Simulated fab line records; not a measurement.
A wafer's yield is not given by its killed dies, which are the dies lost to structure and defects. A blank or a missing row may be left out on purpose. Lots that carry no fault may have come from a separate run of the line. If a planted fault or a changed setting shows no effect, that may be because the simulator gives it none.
The tool behind it: which one? :: flow nand-harc :: 42 wafers from 14 lots sampled at 4 of the route's 1159 steps

== WHAT THE GAUGES SHOWED, per wafer ==
The record holds no reading of a measuring or inspecting step that can be judged against a usual standard deviation.

== TOOL THAT RAN EACH LOT (tool first, then ch and the chambers of the sampled wafers, then the start) ==
lot: L343
NHARC_A_BLC_ETCH_16: rie-diel-06 ch 1,2,3, day 17 00:26
NHARC_A_BLC_STRIP_29: rie-diel-06 ch 0,2,3, day 17 01:25
NHARC_A_BLC_CVD_24: cvd-w-01 ch 0,1, day 17 10:13 or earlier
NHARC_A_M0_PVD_21: pvd-sputter-01, day 17 10:13

lot: L344
NHARC_A_BLC_ETCH_16: rie-diel-06 ch 0,3, day 17 09:24
NHARC_A_BLC_STRIP_29: rie-diel-02 ch 0,1,2, day 17 10:32
NHARC_A_BLC_CVD_24: cvd-w-02 ch 0,1, day 17 18:38 or earlier
NHARC_A_M0_PVD_21: pvd-sputter-02, day 17 18:38

lot: L346
NHARC_A_BLC_ETCH_16: rie-diel-12 ch 0,1,3, day 17 17:56
NHARC_A_BLC_STRIP_29: rie-diel-02 ch 0,1, day 17 18:54
NHARC_A_BLC_CVD_24: cvd-w-01 ch 0,1, day 18 00:03 or earlier
NHARC_A_M0_PVD_21: pvd-sputter-02, day 18 00:03

lot: L347
NHARC_A_BLC_ETCH_16: rie-diel-12 ch 0,2, day 18 19:52
NHARC_A_BLC_STRIP_29: rie-diel-06 ch 0,2, day 18 20:50
NHARC_A_BLC_CVD_24: cvd-w-01 ch 0,1, day 19 01:29 or earlier
NHARC_A_M0_PVD_21: pvd-sputter-03, day 19 01:29

lot: L349
NHARC_A_BLC_ETCH_16: rie-diel-12 ch 0,3, day 19 01:11
NHARC_A_BLC_STRIP_29: rie-diel-12 ch 2,3, day 19 02:08
NHARC_A_BLC_CVD_24: cvd-w-01 ch 1, day 19 10:22 or earlier
NHARC_A_M0_PVD_21: pvd-sputter-03, day 19 10:22

lot: L351
NHARC_A_BLC_ETCH_16: rie-diel-12 ch 0,1, day 20 01:00
NHARC_A_BLC_STRIP_29: rie-diel-06 ch 0,1,2, day 20 01:59
NHARC_A_BLC_CVD_24: cvd-w-01 ch 1, day 20 06:10 or earlier
NHARC_A_M0_PVD_21: pvd-sputter-02, day 20 06:10

lot: L355
NHARC_A_BLC_ETCH_16: rie-diel-06 ch 0,1,2, day 20 13:47
NHARC_A_BLC_STRIP_29: rie-diel-12 ch 1,2,3, day 20 14:58
NHARC_A_BLC_CVD_24: cvd-w-01 ch 0,1, day 20 19:16 or earlier
NHARC_A_M0_PVD_21: pvd-sputter-02, day 20 19:16

lot: L357
NHARC_A_BLC_ETCH_16: rie-diel-02 ch 1,2,3, day 20 15:14
NHARC_A_BLC_STRIP_29: rie-diel-06 ch 1,2,3, day 20 16:12
NHARC_A_BLC_CVD_24: cvd-w-02 ch 0,1, day 20 20:21 or earlier
NHARC_A_M0_PVD_21: pvd-sputter-02, day 20 20:21

lot: L361
NHARC_A_BLC_ETCH_16: rie-diel-12 ch 0,2,3, day 20 21:06
NHARC_A_BLC_STRIP_29: rie-diel-06 ch 1,2,3, day 20 22:04
NHARC_A_BLC_CVD_24: cvd-w-02 ch 0,1, day 21 02:06 or earlier
NHARC_A_M0_PVD_21: pvd-sputter-02, day 21 02:06

lot: L362
NHARC_A_BLC_ETCH_16: rie-diel-06 ch 1,2,3, day 21 17:41
NHARC_A_BLC_STRIP_29: rie-diel-06 ch 0,1,2, day 21 18:40
NHARC_A_BLC_CVD_24: cvd-w-01 ch 0,1, day 22 00:08 or earlier
NHARC_A_M0_PVD_21: pvd-sputter-02, day 22 00:08

lot: L363
NHARC_A_BLC_ETCH_16: rie-diel-12 ch 2,3, day 21 17:58
NHARC_A_BLC_STRIP_29: rie-diel-12 ch 0,1,2, day 21 18:56
NHARC_A_BLC_CVD_24: cvd-w-01 ch 0,1, day 22 00:25 or earlier
NHARC_A_M0_PVD_21: pvd-sputter-01, day 22 00:25

lot: L365
NHARC_A_BLC_ETCH_16: rie-diel-06 ch 1,2,3, day 22 08:37
NHARC_A_BLC_STRIP_29: rie-diel-06 ch 0,1, day 22 09:35
NHARC_A_BLC_CVD_24: cvd-w-01 ch 0,1, day 22 19:49 or earlier
NHARC_A_M0_PVD_21: pvd-sputter-02, day 22 19:49

lot: L366
NHARC_A_BLC_ETCH_16: rie-diel-06 ch 2,3, day 22 13:40
NHARC_A_BLC_STRIP_29: rie-diel-06 ch 1,2, day 22 14:37
NHARC_A_BLC_CVD_24: cvd-w-01 ch 0,1, day 23 01:38 or earlier
NHARC_A_M0_PVD_21: pvd-sputter-03, day 23 01:38

lot: L364
NHARC_A_BLC_ETCH_16: rie-diel-06 ch 0,3, day 22 19:28
NHARC_A_BLC_STRIP_29: rie-diel-12 ch 0,1,2, day 22 20:27
NHARC_A_BLC_CVD_24: cvd-w-02 ch 0,1, day 23 08:58 or earlier
NHARC_A_M0_PVD_21: pvd-sputter-01, day 23 08:58
- NHARC_A_BLC_ETCH_16: etches the open film in CF4, target depth 39 nm, time 65 s.
- NHARC_A_BLC_STRIP_29: strips in CF4.
- NHARC_A_BLC_CVD_24: deposits W, target thk 150 nm, time 434 s.
- NHARC_A_M0_PVD_21: deposits Cu, target thk 30 nm, time 20.49 s.

== WHAT THE TOOLS THEMSELVES READ (means of the sampled wafers that have a number; where no wafer has one, the mark that the record gives instead) ==
NHARC_A_BLC_ETCH_16.
lot: L343
tool: rie-diel-06
cf4-flow-sccm (sccm): 149.9
drypump-motor-current-A (A): 5.5
oes-product-au (a.u.): 0.999
rf-vpp-V (V): 150.5
showerhead-plenum-p-Torr (Torr): 1.81
throttle-valve-pct (%): 13.291

lot: L344
tool: rie-diel-06
cf4-flow-sccm (sccm): 149.9
drypump-motor-current-A (A): 5.1
oes-product-au (a.u.): 1.012
rf-vpp-V (V): 150.8
showerhead-plenum-p-Torr (Torr): 1.73
throttle-valve-pct (%): 13.280

lot: L346
tool: rie-diel-12
cf4-flow-sccm (sccm): 149.8
drypump-motor-current-A (A): 5.3
oes-product-au (a.u.): 0.996
rf-vpp-V (V): 151.3
showerhead-plenum-p-Torr (Torr): 1.75
throttle-valve-pct (%): 13.284

lot: L347
tool: rie-diel-12
cf4-flow-sccm (sccm): 149.6
drypump-motor-current-A (A): 6.0
oes-product-au (a.u.): 1.005
rf-vpp-V (V): 151.6
showerhead-plenum-p-Torr (Torr): 1.82
throttle-valve-pct (%): 13.290

lot: L349
tool: rie-diel-12
cf4-flow-sccm (sccm): 149.8
drypump-motor-current-A (A): 5.2
oes-product-au (a.u.): 1.005
rf-vpp-V (V): 150.5
showerhead-plenum-p-Torr (Torr): 1.72
throttle-valve-pct (%): 13.296

lot: L351
tool: rie-diel-12
cf4-flow-sccm (sccm): 149.5
drypump-motor-current-A (A): 5.6
oes-product-au (a.u.): 0.993
rf-vpp-V (V): 151.8
showerhead-plenum-p-Torr (Torr): 1.77
throttle-valve-pct (%): 13.289

lot: L355
tool: rie-diel-06
cf4-flow-sccm (sccm): 149.8
drypump-motor-current-A (A): 5.4
oes-product-au (a.u.): 0.997
rf-vpp-V (V): 151.4
showerhead-plenum-p-Torr (Torr): 1.79
throttle-valve-pct (%): 13.286

lot: L357
tool: rie-diel-02
cf4-flow-sccm (sccm): 149.6
drypump-motor-current-A (A): 6.3
oes-product-au (a.u.): 1.002
rf-vpp-V (V): 151.7
showerhead-plenum-p-Torr (Torr): 1.76
throttle-valve-pct (%): 13.277

lot: L361
tool: rie-diel-12
cf4-flow-sccm (sccm): 150.0
drypump-motor-current-A (A): 5.5
oes-product-au (a.u.): 1.008
rf-vpp-V (V): 150.6
showerhead-plenum-p-Torr (Torr): 1.77
throttle-valve-pct (%): 13.289

lot: L362
tool: rie-diel-06
cf4-flow-sccm (sccm): 150.0
drypump-motor-current-A (A): 5.6
oes-product-au (a.u.): 0.996
rf-vpp-V (V): 151.7
showerhead-plenum-p-Torr (Torr): 1.81
throttle-valve-pct (%): 13.288

lot: L363
tool: rie-diel-12
cf4-flow-sccm (sccm): 149.5
drypump-motor-current-A (A): 5.2
oes-product-au (a.u.): 1.002
rf-vpp-V (V): 150.2
showerhead-plenum-p-Torr (Torr): 1.70
throttle-valve-pct (%): 13.281

lot: L365
tool: rie-diel-06
cf4-flow-sccm (sccm): 149.9
drypump-motor-current-A (A): 5.5
oes-product-au (a.u.): 0.996
rf-vpp-V (V): 151.9
showerhead-plenum-p-Torr (Torr): 1.81
throttle-valve-pct (%): 13.284

lot: L366
tool: rie-diel-06
cf4-flow-sccm (sccm): 150.1
drypump-motor-current-A (A): 5.7
oes-product-au (a.u.): 1.004
rf-vpp-V (V): 151.4
showerhead-plenum-p-Torr (Torr): 1.83
throttle-valve-pct (%): 13.290

lot: L364
tool: rie-diel-06
cf4-flow-sccm (sccm): 149.7
drypump-motor-current-A (A): 5.3
oes-product-au (a.u.): 1.010
rf-vpp-V (V): 150.7
showerhead-plenum-p-Torr (Torr): 1.75
throttle-valve-pct (%): 13.289

NHARC_A_BLC_STRIP_29.
lot: L343
tool: rie-diel-06
cf4-flow-sccm (sccm): 150.0
drypump-motor-current-A (A): 5.4
oes-product-au (a.u.): 1.004
rf-vpp-V (V): 59.3
showerhead-plenum-p-Torr (Torr): 1.78
throttle-valve-pct (%): 13.280

lot: L344
tool: rie-diel-02
cf4-flow-sccm (sccm): 149.8
drypump-motor-current-A (A): 6.1
oes-product-au (a.u.): 1.010
rf-vpp-V (V): 59.8
showerhead-plenum-p-Torr (Torr): 1.83
throttle-valve-pct (%): 13.287

lot: L346
tool: rie-diel-02
cf4-flow-sccm (sccm): 149.5
drypump-motor-current-A (A): 6.0
oes-product-au (a.u.): 1.003
rf-vpp-V (V): 60.1
showerhead-plenum-p-Torr (Torr): 1.85
throttle-valve-pct (%): 13.287

lot: L347
tool: rie-diel-06
cf4-flow-sccm (sccm): 149.8
drypump-motor-current-A (A): 5.5
oes-product-au (a.u.): 1.016
rf-vpp-V (V): 60.1
showerhead-plenum-p-Torr (Torr): 1.82
throttle-valve-pct (%): 13.288

lot: L349
tool: rie-diel-12
cf4-flow-sccm (sccm): 149.8
drypump-motor-current-A (A): 5.6
oes-product-au (a.u.): 1.020
rf-vpp-V (V): 58.5
showerhead-plenum-p-Torr (Torr): 1.75
throttle-valve-pct (%): 13.276

lot: L351
tool: rie-diel-06
cf4-flow-sccm (sccm): 149.5
drypump-motor-current-A (A): 5.4
oes-product-au (a.u.): 1.005
rf-vpp-V (V): 59.8
showerhead-plenum-p-Torr (Torr): 1.79
throttle-valve-pct (%): 13.279

lot: L355
tool: rie-diel-12
cf4-flow-sccm (sccm): 150.0
drypump-motor-current-A (A): 5.4
oes-product-au (a.u.): 1.003
rf-vpp-V (V): 59.1
showerhead-plenum-p-Torr (Torr): 1.72
throttle-valve-pct (%): 13.291

lot: L357
tool: rie-diel-06
cf4-flow-sccm (sccm): 149.6
drypump-motor-current-A (A): 5.5
oes-product-au (a.u.): 0.990
rf-vpp-V (V): 59.5
showerhead-plenum-p-Torr (Torr): 1.81
throttle-valve-pct (%): 13.281

lot: L361
tool: rie-diel-06
cf4-flow-sccm (sccm): 149.4
drypump-motor-current-A (A): 5.6
oes-product-au (a.u.): 0.993
rf-vpp-V (V): 60.1
showerhead-plenum-p-Torr (Torr): 1.81
throttle-valve-pct (%): 13.280

lot: L362
tool: rie-diel-06
cf4-flow-sccm (sccm): 149.7
drypump-motor-current-A (A): 5.4
oes-product-au (a.u.): 1.008
rf-vpp-V (V): 59.9
showerhead-plenum-p-Torr (Torr): 1.79
throttle-valve-pct (%): 13.293

lot: L363
tool: rie-diel-12
cf4-flow-sccm (sccm): 150.0
drypump-motor-current-A (A): 5.8
oes-product-au (a.u.): 0.995
rf-vpp-V (V): 59.4
showerhead-plenum-p-Torr (Torr): 1.79
throttle-valve-pct (%): 13.284

lot: L365
tool: rie-diel-06
cf4-flow-sccm (sccm): 150.5
drypump-motor-current-A (A): 5.1
oes-product-au (a.u.): 1.008
rf-vpp-V (V): 58.6
showerhead-plenum-p-Torr (Torr): 1.73
throttle-valve-pct (%): 13.279

lot: L366
tool: rie-diel-06
cf4-flow-sccm (sccm): 149.9
drypump-motor-current-A (A): 5.7
oes-product-au (a.u.): 1.011
rf-vpp-V (V): 60.2
showerhead-plenum-p-Torr (Torr): 1.84
throttle-valve-pct (%): 13.284

lot: L364
tool: rie-diel-12
cf4-flow-sccm (sccm): 149.9
drypump-motor-current-A (A): 5.8
oes-product-au (a.u.): 0.988
rf-vpp-V (V): 60.0
showerhead-plenum-p-Torr (Torr): 1.79
throttle-valve-pct (%): 13.272

NHARC_A_BLC_CVD_24.
lot: L343
tool: cvd-w-01
heater-power-w (W): 472
mfc-wf6-sccm (sccm): 39.91
throttle-valve-pct (%): 7.8

lot: L344
tool: cvd-w-02
heater-power-w (W): 429
mfc-wf6-sccm (sccm): 40.19
throttle-valve-pct (%): 7.6

lot: L346
tool: cvd-w-01
heater-power-w (W): 462
mfc-wf6-sccm (sccm): 40.02
throttle-valve-pct (%): 8.1

lot: L347
tool: cvd-w-01
heater-power-w (W): 469
mfc-wf6-sccm (sccm): 40.12
throttle-valve-pct (%): 8.1

lot: L349
tool: cvd-w-01
heater-power-w (W): 481
mfc-wf6-sccm (sccm): 40.05
throttle-valve-pct (%): 7.7

lot: L351
tool: cvd-w-01
heater-power-w (W): 486
mfc-wf6-sccm (sccm): 39.97
throttle-valve-pct (%): 7.7

lot: L355
tool: cvd-w-01
heater-power-w (W): 474
mfc-wf6-sccm (sccm): 39.96
throttle-valve-pct (%): 8.0

lot: L357
tool: cvd-w-02
heater-power-w (W): 443
mfc-wf6-sccm (sccm): 39.94
throttle-valve-pct (%): 8.0

lot: L361
tool: cvd-w-02
heater-power-w (W): 421
mfc-wf6-sccm (sccm): 39.92
throttle-valve-pct (%): 7.9

lot: L362
tool: cvd-w-01
heater-power-w (W): 445
mfc-wf6-sccm (sccm): 39.97
throttle-valve-pct (%): 7.9

lot: L363
tool: cvd-w-01
heater-power-w (W): 454
mfc-wf6-sccm (sccm): 39.85
throttle-valve-pct (%): 7.9

lot: L365
tool: cvd-w-01
heater-power-w (W): 457
mfc-wf6-sccm (sccm): 39.90
throttle-valve-pct (%): 7.8

lot: L366
tool: cvd-w-01
heater-power-w (W): 448
mfc-wf6-sccm (sccm): 39.98
throttle-valve-pct (%): 8.0

lot: L364
tool: cvd-w-02
heater-power-w (W): 421
mfc-wf6-sccm (sccm): 40.07
throttle-valve-pct (%): 8.1

NHARC_A_M0_PVD_21.
lot: L343
tool: pvd-sputter-01
cathode-dc-power-W (W): 5000.1
chamber-pressure-pa (Pa): 5.011
throttle-valve-pct (%): 30.0

lot: L344
tool: pvd-sputter-02
cathode-dc-power-W (W): 5000.0
chamber-pressure-pa (Pa): 4.995
throttle-valve-pct (%): 30.4

lot: L346
tool: pvd-sputter-02
cathode-dc-power-W (W): 5000.3
chamber-pressure-pa (Pa): 4.997
throttle-valve-pct (%): 29.5

lot: L347
tool: pvd-sputter-03
cathode-dc-power-W (W): 4999.7
chamber-pressure-pa (Pa): 5.002
throttle-valve-pct (%): 30.9

lot: L349
tool: pvd-sputter-03
cathode-dc-power-W (W): 5000.5
chamber-pressure-pa (Pa): 4.996
throttle-valve-pct (%): 30.8

lot: L351
tool: pvd-sputter-02
cathode-dc-power-W (W): -
chamber-pressure-pa (Pa): -
throttle-valve-pct (%): -

lot: L355
tool: pvd-sputter-02
cathode-dc-power-W (W): -
chamber-pressure-pa (Pa): -
throttle-valve-pct (%): -

lot: L357
tool: pvd-sputter-02
cathode-dc-power-W (W): 4999.1
chamber-pressure-pa (Pa): 4.997
throttle-valve-pct (%): 29.8

lot: L361
tool: pvd-sputter-02
cathode-dc-power-W (W): 4999.8
chamber-pressure-pa (Pa): 4.991
throttle-valve-pct (%): 30.5

lot: L362
tool: pvd-sputter-02
cathode-dc-power-W (W): 5001.3
chamber-pressure-pa (Pa): 5.000
throttle-valve-pct (%): 29.7

lot: L363
tool: pvd-sputter-01
cathode-dc-power-W (W): 5000.9
chamber-pressure-pa (Pa): 4.994
throttle-valve-pct (%): 29.2

lot: L365
tool: pvd-sputter-02
cathode-dc-power-W (W): 4999.5
chamber-pressure-pa (Pa): 5.009
throttle-valve-pct (%): 29.9

lot: L366
tool: pvd-sputter-03
cathode-dc-power-W (W): 5000.0
chamber-pressure-pa (Pa): 4.996
throttle-valve-pct (%): 30.7

lot: L364
tool: pvd-sputter-01
cathode-dc-power-W (W): 4999.7
chamber-pressure-pa (Pa): 5.010
throttle-valve-pct (%): 29.7

== THE ANSWER, worked out from the rows above alone ==
Rule: usual is defined by the lots themselves. Put in order of their means at a reading, lots are off if they are a third of the lots or fewer, leave a main group of 4 or more, and stand apart from it by a gap of 3 or more times the standard deviation of the main group's means; of several such gaps the widest counts. If all means in a main group match to the digits the tables above print for the reading, that group is not used. A lot without any number at a reading at which 4 lots or more have one is off too. Any other lot the step has rows for is counted as sound. First the gauges in route order, then the tools' own readings, where a lot's mean is used as printed above. The first step at which some lot is off is used, and at that step the reading that is off furthest; a lot without a number counts as furthest.
Off at NHARC_A_M0_PVD_21 (cathode-dc-power-W): L351, L355. Without a number there: L351, L355. For the main group the mean is 5000.1 W and the standard deviation 0.58.
A tool fits if, at that step or a process step before it, it ran every lot that is off, and no sound lot after the first of them. NHARC_A_BLC_CVD_24 gives no start for some lots, so the hours and the order of its lots are those of NHARC_A_M0_PVD_21. No candidate that was tried fits.

== WHAT THE SIMULATOR PUT IN ==
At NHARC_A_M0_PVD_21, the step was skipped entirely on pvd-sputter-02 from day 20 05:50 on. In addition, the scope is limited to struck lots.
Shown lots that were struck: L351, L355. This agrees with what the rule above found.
